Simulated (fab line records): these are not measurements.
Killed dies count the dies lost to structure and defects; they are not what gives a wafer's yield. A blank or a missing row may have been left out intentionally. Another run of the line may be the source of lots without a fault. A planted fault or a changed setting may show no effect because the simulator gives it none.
fab line records | flow nand-harc | part 2 of 2: steps 23 to 29 of 29
[record] lots = 5 | wafers = 15 | last-day = 32
route steps=1302 shown A_CONTACT@1023
lots untouched by any fault: they come from a run of this same line in which no faults occurred
start-h: hours from the record's opening day to when the first of the lot's shown wafers began | wait-h: hours elapsed since this lot's preceding step | " identical to the entry in the row above | L1.1+2: one row covering several wafers at once | - either no value or no given start | * or withheld: withheld | < > ~ a bound
route shown NAME@n: NAME is a module with steps in the file, n the number in the route of the first one | usual: the fault-free wafers' mean and standard deviation | same: alike in all rows | chamber/n: place in a boat | sites: per-site readings | _std_site: the values' standard deviation | _edge_site: the outer-site mean with the inner-site mean subtracted | radius-mm: how far each site lies from the wafer's centre | mask NAME#n: copy n | behind: the most recent tool/chamber to have shaped the wafer | hold: what put the lot on hold/how long, in hours/how the hold closed | device: the n, p or np transistor that did not switch | end of line: the tests these same wafers got at the end of their route | step lacking rows: just its recipe | killed: not the wafer's yield, but the dies lost to structure and defects at the first sort | map: dies across one wafer; x = killed, . = not, _ = none there
set.NAME: setting as actually run; set.NAME@STEP: the setting as run at that earlier step | model.NAME: the simulator's own value behind a step, which no gauge read
certain route steps with their lots: each step a table, each wafer a row
services: the hour from which a tool's chamber was out of use, counted from the record's first day as start-h (under 0 if before that day), plus the number of hours and why
[[steps]]
[step NHARC_A_CONTACT_ETCH_77]
[recipe] target-depth-a = 1089 | time-s = 54.5 | cf4-flow-sccm = 100 | chf3-flow-sccm = 30 | ar-flow-sccm = 0 | rf-w = 500 | bias-w = 200 | chemistry = CF4/CHF3
[usual] bias-w = 200.0/0.66 | drypump-motor-current-A = 5.67/0.22 | oes-product-au = 0.936/0.02 | rf-vpp-V = 370.3/2.6 | showerhead-plenum-p-Torr = 1.56/0.077 | throttle-valve-pct = 16.803/0.0089
lot.wafer | tool        | chamber | start-h | wait-h | bias-w | drypump-motor-current-A | oes-product-au | rf-hours-counter-h | rf-vpp-V | showerhead-plenum-p-Torr | throttle-valve-pct
L074.1    | rie-diel-01 | 2       | -       | -      | 200.5  | 6.09                    | 0.926          | 35                 | 367.8    | 1.50                     | 16.804
L074.3    | "           | 3       | "       | "      | 199.7  | 5.64                    | 0.939          | 41                 | 368.7    | 1.51                     | 16.794
L074.2    | "           | 0       | "       | "      | 199.4  | 5.50                    | 0.916          | 48                 | 369.8    | 1.53                     | 16.810
L076.3    | rie-diel-08 | 2       | -       | -      | 199.5  | 5.83                    | 0.927          | 45                 | 367.9    | 1.49                     | 16.797
L076.4    | "           | 1       | "       | "      | 199.1  | 5.50                    | 0.933          | 46                 | 372.7    | 1.67                     | 16.806
L076.6    | "           | 3       | "       | "      | 199.9  | 5.91                    | 0.924          | -                  | 369.3    | 1.53                     | 16.793
L079.2    | rie-diel-05 | 0       | -       | -      | 199.5  | 5.47                    | 0.921          | 18                 | 370.0    | 1.57                     | 16.810
L079.4    | "           | 1       | "       | "      | 200.2  | 5.43                    | 0.920          | 19                 | 372.5    | 1.62                     | 16.790
L079.6    | "           | 0       | "       | "      | 200.7  | 5.49                    | 0.923          | -                  | 371.5    | 1.57                     | 16.803
L081.4    | rie-diel-01 | 3       | -       | -      | 200.0  | 5.68                    | 0.974          | 55                 | 367.7    | 1.51                     | 16.796
L081.2    | "           | 1       | "       | "      | 199.5  | 6.07                    | 0.968          | 62                 | 368.8    | 1.53                     | 16.812
L081.6    | "           | 3       | "       | "      | 200.0  | 5.68                    | 0.971          | -                  | 369.9    | 1.51                     | 16.798
L094.3    | rie-diel-05 | 1       | -       | -      | 201.3  | 5.45                    | 0.924          | 18                 | 372.7    | 1.62                     | 16.807
L094.1    | "           | 2       | "       | "      | 200.3  | 5.70                    | 0.936          | 20                 | 373.5    | 1.69                     | 16.798
L094.6    | "           | 0       | "       | "      | 199.5  | 5.52                    | 0.921          | -                  | 370.1    | 1.56                     | 16.802
[step NHARC_A_CONTACT_ETCH_78]
[recipe] target-depth-a = 53000 | over-etch-frac = 0.3 | time-s = 1378 | ion-energy-ev = 150 | o2-flow-sccm = 400 | cos-flow-sccm = 20 | ar-flow-sccm = 0 | rf-w = 500 | bias-w = 300 | chemistry = O2/COS
[usual] bias-w = 300.2/0.93 | drypump-motor-current-A = 5.68/0.22 | oes-product-au = 0.999/0.01 | rf-vpp-V = 313.7/2.4 | showerhead-plenum-p-Torr = 3.09/0.15 | throttle-valve-pct = 28.330/0.0087
lot.wafer | tool        | chamber | start-h | wait-h | bias-w | drypump-motor-current-A | oes-product-au | rf-hours-counter-h | rf-vpp-V | showerhead-plenum-p-Torr | throttle-valve-pct
L074.3    | rie-diel-01 | 2       | -       | -      | 299.1  | 6.10                    | 0.986          | 35                 | 311.6    | 2.97                     | 28.340
L074.2    | "           | 3       | "       | "      | 299.4  | 5.61                    | 1.004          | 41                 | 312.4    | 3.00                     | 28.319
L074.1    | "           | 1       | "       | "      | 301.0  | 6.09                    | 1.022          | 46                 | 313.5    | 3.05                     | 28.339
L076.4    | rie-diel-08 | 2       | -       | -      | 297.8  | 5.87                    | 1.008          | 45                 | 311.9    | 2.95                     | 28.326
L076.3    | "           | 3       | "       | "      | 300.5  | 5.90                    | 0.993          | 42                 | 313.6    | 3.03                     | 28.345
L076.6    | "           | 2       | "       | "      | 298.6  | 5.86                    | 1.003          | -                  | 312.0    | 2.95                     | 28.333
L079.2    | rie-diel-05 | 0       | -       | -      | 300.2  | 5.54                    | 0.986          | 18                 | 313.3    | 3.11                     | 28.329
L079.4    | "           | 1       | "       | "      | 300.4  | 5.44                    | 0.978          | 19                 | 315.4    | 3.22                     | 28.328
L079.6    | "           | 0       | "       | "      | 297.8  | 5.50                    | 0.997          | -                  | 314.8    | 3.11                     | 28.327
L081.4    | rie-diel-01 | 3       | -       | -      | 301.0  | 5.66                    | 1.005          | 56                 | 312.6    | 2.99                     | 28.329
L081.2    | "           | 0       | "       | "      | 299.6  | 5.48                    | 0.988          | 63                 | 311.9    | 3.03                     | 28.334
L081.6    | "           | 3       | "       | "      | 300.1  | 5.68                    | 1.008          | -                  | 313.0    | 2.99                     | 28.344
L094.3    | rie-diel-05 | 2       | -       | -      | 301.0  | 5.71                    | 1.018          | 20                 | 317.5    | 3.36                     | 28.336
L094.1    | "           | 1       | "       | "      | 301.2  | 5.42                    | 1.000          | 18                 | 316.5    | 3.21                     | 28.354
L094.6    | "           | 2       | "       | "      | 300.6  | 5.71                    | 1.019          | -                  | 316.8    | 3.36                     | 28.345
[step NHARC_A_CONTACT_ETCH_124]
[recipe] source-w = withheld | pressure-mtorr = 20 | bias-v = withheld | time-s = 140 | target-depth-a = 7000 | ar-flow-sccm = withheld | c4f8-flow-sccm = withheld | o2-flow-sccm = withheld | chemistry = C4F8/O2/Ar
lot.wafer | tool            | chamber | start-h | wait-h | rf-hours-counter-h
L074.2    | har-cap-etch-02 | 0       | 502.69  | -      | 82
L074.1    | "               | 1       | "       | "      | 82
L074.3    | "               | 0       | "       | "      | -
L076.4    | har-cap-etch-01 | 0       | 514.86  | -      | -
L076.3    | "               | 1       | "       | "      | -
L076.6    | "               | 1       | "       | "      | -
L079.2    | har-cap-etch-03 | 0       | 534.25  | -      | 54
L079.4    | "               | 1       | "       | "      | -
L079.6    | "               | 0       | "       | "      | -
L081.2    | har-cap-etch-02 | 1       | 548.66  | -      | 94
L081.4    | "               | 1       | "       | "      | -
L081.6    | "               | 0       | "       | "      | -
L094.1    | har-cap-etch-03 | 1       | 705.98  | -      | 79
L094.3    | "               | 1       | "       | "      | -
L094.6    | "               | 0       | "       | "      | -
[step NHARC_A_CONTACT_ETCH_125]
[recipe] source-w = withheld | pressure-mtorr = 20 | bias-v = 3000 | time-s = 197 | target-depth-a = 19180 | ar-flow-sccm = withheld | c4f8-flow-sccm = withheld | o2-flow-sccm = withheld | chemistry = C4F8/O2/Ar
lot.wafer | tool            | chamber | start-h | wait-h | rf-hours-counter-h
L074.2    | har-cap-etch-02 | 0       | 502.89  | 0.2    | 82
L074.1    | "               | 1       | "       | "      | 82
L074.3    | "               | 0       | "       | "      | -
L076.4    | har-cap-etch-01 | 0       | 515.05  | 0.2    | -
L076.3    | "               | 1       | "       | "      | -
L076.6    | "               | 1       | "       | "      | -
L079.2    | har-cap-etch-03 | 0       | 534.44  | 0.2    | 54
L079.4    | "               | 1       | "       | "      | -
L079.6    | "               | 0       | "       | "      | -
L081.2    | har-cap-etch-02 | 1       | 548.85  | 0.2    | 94
L081.4    | "               | 1       | "       | "      | -
L081.6    | "               | 0       | "       | "      | -
L094.1    | har-cap-etch-03 | 1       | 706.18  | 0.2    | 79
L094.3    | "               | 1       | "       | "      | -
L094.6    | "               | 0       | "       | "      | -
[step NHARC_A_CONTACT_ETCH_126]
[recipe] source-w = withheld | pressure-mtorr = 20 | bias-v = 3000 | time-s = 197 | target-depth-a = 19180 | ar-flow-sccm = withheld | c4f8-flow-sccm = withheld | o2-flow-sccm = withheld | chemistry = C4F8/O2/Ar
lot.wafer | tool            | chamber | start-h | wait-h | rf-hours-counter-h
L074.2    | har-cap-etch-02 | 0       | 503.07  | 0.1    | 82
L074.1    | "               | 1       | "       | "      | 82
L074.3    | "               | 0       | "       | "      | -
L076.4    | har-cap-etch-01 | 0       | 515.23  | 0.1    | -
L076.3    | "               | 1       | "       | "      | -
L076.6    | "               | 1       | "       | "      | -
L079.2    | har-cap-etch-03 | 0       | 534.62  | 0.1    | 54
L079.4    | "               | 1       | "       | "      | -
L079.6    | "               | 0       | "       | "      | -
L081.2    | har-cap-etch-02 | 1       | 549.03  | 0.1    | 95
L081.4    | "               | 1       | "       | "      | -
L081.6    | "               | 0       | "       | "      | -
L094.1    | har-cap-etch-03 | 1       | 706.36  | 0.1    | 79
L094.3    | "               | 1       | "       | "      | -
L094.6    | "               | 0       | "       | "      | -
[step NHARC_A_CONTACT_ETCH_127]
[recipe] source-w = withheld | pressure-mtorr = 20 | bias-v = 3000 | time-s = 197 | target-depth-a = 19180 | ar-flow-sccm = withheld | c4f8-flow-sccm = withheld | o2-flow-sccm = withheld | chemistry = C4F8/O2/Ar
lot.wafer | tool            | chamber | start-h | wait-h | rf-hours-counter-h
L074.2    | har-cap-etch-02 | 0       | 503.25  | 0.1    | 82
L074.1    | "               | 1       | "       | "      | 82
L074.3    | "               | 0       | "       | "      | -
L076.4    | har-cap-etch-01 | 0       | 515.41  | 0.1    | -
L076.3    | "               | 1       | "       | "      | -
L076.6    | "               | 1       | "       | "      | -
L079.2    | har-cap-etch-03 | 0       | 534.80  | 0.1    | 54
L079.4    | "               | 1       | "       | "      | -
L079.6    | "               | 0       | "       | "      | -
L081.2    | har-cap-etch-02 | 1       | 549.21  | 0.1    | 95
L081.4    | "               | 1       | "       | "      | -
L081.6    | "               | 0       | "       | "      | -
L094.1    | har-cap-etch-03 | 1       | 706.53  | 0.1    | 79
L094.3    | "               | 1       | "       | "      | -
L094.6    | "               | 0       | "       | "      | -
[step NHARC_A_CONTACT_ETCH_128]
[recipe] source-w = withheld | pressure-mtorr = 20 | bias-v = 3000 | time-s = 197 | target-depth-a = 19180 | ar-flow-sccm = withheld | c4f8-flow-sccm = withheld | o2-flow-sccm = withheld | chemistry = C4F8/O2/Ar
lot.wafer | tool            | chamber | start-h | wait-h | rf-hours-counter-h
L074.2    | har-cap-etch-02 | 0       | 503.43  | 0.1    | 82
L074.1    | "               | 1       | "       | "      | 82
L074.3    | "               | 0       | "       | "      | -
L076.4    | har-cap-etch-01 | 0       | 515.59  | 0.1    | -
L076.3    | "               | 1       | "       | "      | -
L076.6    | "               | 1       | "       | "      | -
L079.2    | har-cap-etch-03 | 0       | 534.98  | 0.1    | 54
L079.4    | "               | 1       | "       | "      | -
L079.6    | "               | 0       | "       | "      | -
L081.2    | har-cap-etch-02 | 1       | 549.81  | 0.6    | 95
L081.4    | "               | 1       | "       | "      | -
L081.6    | "               | 0       | "       | "      | -
L094.1    | har-cap-etch-03 | 1       | 706.71  | 0.1    | 79
L094.3    | "               | 1       | "       | "      | -
L094.6    | "               | 0       | "       | "      | -
[[services]]
tool            | chamber | start-h | hours | kind
acl-dep-03      | -       | 479.78  | 13.0  | pm
rie-diel-01     | 0       | 483.12  | 3.1   | repair
arfi-scanner-02 | -       | 484.00  | 4.0   | pm
har-cap-etch-01 | -       | 497.01  | 17.0  | pm
litho-track-01  | -       | 505.00  | 7.0   | pm
wet-bench-07    | -       | 512.00  | 8.0   | pm
arfi-scanner-02 | -       | 520.51  | 9.4   | repair
litho-track-06  | -       | 529.00  | 7.0   | pm
har-cap-etch-01 | -       | 532.44  | 0.2   | repair
rie-diel-08     | -       | 549.95  | 9.0   | pm
litho-track-04  | -       | 553.00  | 7.0   | pm
acl-dep-01      | -       | 554.19  | 13.0  | pm
arfi-scanner-03 | -       | 556.99  | 0.4   | repair
rie-diel-01     | -       | 559.61  | 9.0   | pm
rie-diel-08     | 3       | 561.34  | 3.8   | repair
rie-diel-08     | 2       | 573.35  | 5.6   | repair
rie-diel-05     | -       | 584.15  | 9.0   | pm
pecvd-04        | -       | 631.24  | 13.0  | pm
rie-diel-01     | 1       | 638.78  | 4.6   | repair
rie-diel-05     | 3       | 646.49  | 9.0   | repair
pecvd-04        | -       | 656.75  | 0.3   | repair
rie-diel-01     | 3       | 676.45  | 2.4   | repair
litho-track-01  | -       | 680.00  | 7.0   | pm
litho-track-06  | -       | 704.00  | 7.0   | pm
